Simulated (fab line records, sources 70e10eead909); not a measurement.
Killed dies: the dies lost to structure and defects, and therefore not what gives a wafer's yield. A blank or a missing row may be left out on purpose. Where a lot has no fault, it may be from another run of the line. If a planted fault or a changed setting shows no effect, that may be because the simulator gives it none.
Comparing a struck lot with a sound one :: flow nand harc :: 15 out of 1159 route steps
Sound: the wafers L645.2, L645.4, L645.5. Wafers struck: L641.4, L641.5, L641.6. The cause is given at the end.
Per side, at each step with rows, come the tool, then ch with its chambers, and then its first start. Under that, the readings that differ: sound wafers :: struck wafers :: difference of the means :: sigmas: that difference in standard deviations of wafers without a fault.
alike: a reading whose means differ by less than 2 such deviations, as well as words and numbers matching on both sides. not compared: withheld readings; readings where some wafer has no value; bounds like >300 that might hide an equal value; numbers whose values overlap and for which the record gives no deviation.
The two part at a step that has a row with sigmas, a row that says differs or no value, or rows on one side only. Numbers that have no deviation but don't overlap get no sigmas and don't part them. Lack of a reading on every wafer of one side parts them only where that side has two or more wafers.

first, 1 step without rows for these wafers: NHARC_P_M0_DEVELOP_08 (develop time 35 s).
NHARC_P_M0_CD_MEAS_09 targets a cd of 90 nm.
  sound on cd sem-01 ch 0, day 10 11:36; struck on cd sem-02 ch 0, day 10 02:06
  alike: cd nm
NHARC_P_M0_OVL_MEAS_10: pitch 180 nm.
  sound on overlay-02, day 10 11:41; struck on overlay-01, day 10 02:11
  alike: overlay x nm, overlay y nm
NHARC_P_M0_INSPECT_11:
  sound on defect inspect-01, day 10 11:44; struck on defect inspect-01, day 10 02:13
  alike: raw defect count
NHARC_P_M0_DESCUM_14: chemistry O2, time 3 s.
  sound on rie diel-06 ch 1,2,3, day 10 11:49; struck on rie diel-06 ch 0,1, day 10 02:17
  alike: chamber pressure mTorr, drypump motor current A, mfc ar sccm, oes product au, rf vpp V, showerhead plenum p Torr, throttle valve pct
  not compared: rf hours counter h
then, 2 steps without rows for these wafers: NHARC_P_M0_ETCH_34 (etches the open film in N2/H2, target depth 40 nm, overetch 12 nm, time 43.94 s); NHARC_P_M0_ETCH_15 (etches the open film in C4F8/Ar, target depth 150 nm, overetch 15 nm, time 82.5 s).
NHARC_P_M0_CD_MEAS_16:
  sound on cd sem-03, day 10 12:05; struck on cd sem-01, day 10 02:35
  alike: cd nm
NHARC_P_M0_STRIP_18: strips in N2/H2.
  sound on rie diel-13 ch 1,2, day 10 12:10; struck on rie diel-01 ch 0,2,3, day 10 02:44
  alike: chamber pressure mTorr, drypump motor current A, mfc ar sccm, oes product au, rf vpp V, showerhead plenum p Torr, throttle valve pct
  not compared: rf hours counter h
then, 1 step without rows for these wafers: NHARC_P_M0_STRIP_19 (strips in post etch residue remover, time 600 s).
NHARC_P_M0_DEGAS_28: time 60 s.
  sound on pvd sputter-02, day 10 12:43; struck on pvd sputter-01, day 10 03:19
  alike: heater power w
NHARC_P_M0_PRE_CLEAN_29: time 30 s.
  sound on pvd sputter-02; struck on pvd sputter-01
  alike: heater power w
NHARC_P_M0_PVD_20: deposits TaN, target thk 5 nm, time 8.06 s.
  sound on pvd sputter-02, day 10 12:57; struck on pvd sputter-01, day 10 04:01
  alike: throttle valve pct
NHARC_P_M0_PVD_21: deposits Cu, target thk 30 nm, time 20.49 s.
  sound on pvd sputter-02; struck on pvd sputter-01
  alike: throttle valve pct
-- jump in the record: it breaks off in module P_M0 and resumes in module END (first step shown: number 1159 of the route), and 13 days separate the struck wafers' starts before and after --
NHARC_END_SORT_01:
  sound on prober-01 ch 0, day 24 02:43; struck on prober-01 ch 0, day 23 12:48
reading: killed at other
sound: 2 1 4
struck: 0 0 0
difference: -2
sigmas: -2
  alike: defect limited yield, killed at array, killed at periphery, killed dies, killed open, killed short, sort_bin_2_pct, sort_bin_3_pct, sort_bin_4_pct, sort n pass, sort rim yield pct, sort yield pct

== WHERE THEY PART ==
Only at NHARC_END_SORT_01, as far as this record shows.

WHY: what the simulator had put in
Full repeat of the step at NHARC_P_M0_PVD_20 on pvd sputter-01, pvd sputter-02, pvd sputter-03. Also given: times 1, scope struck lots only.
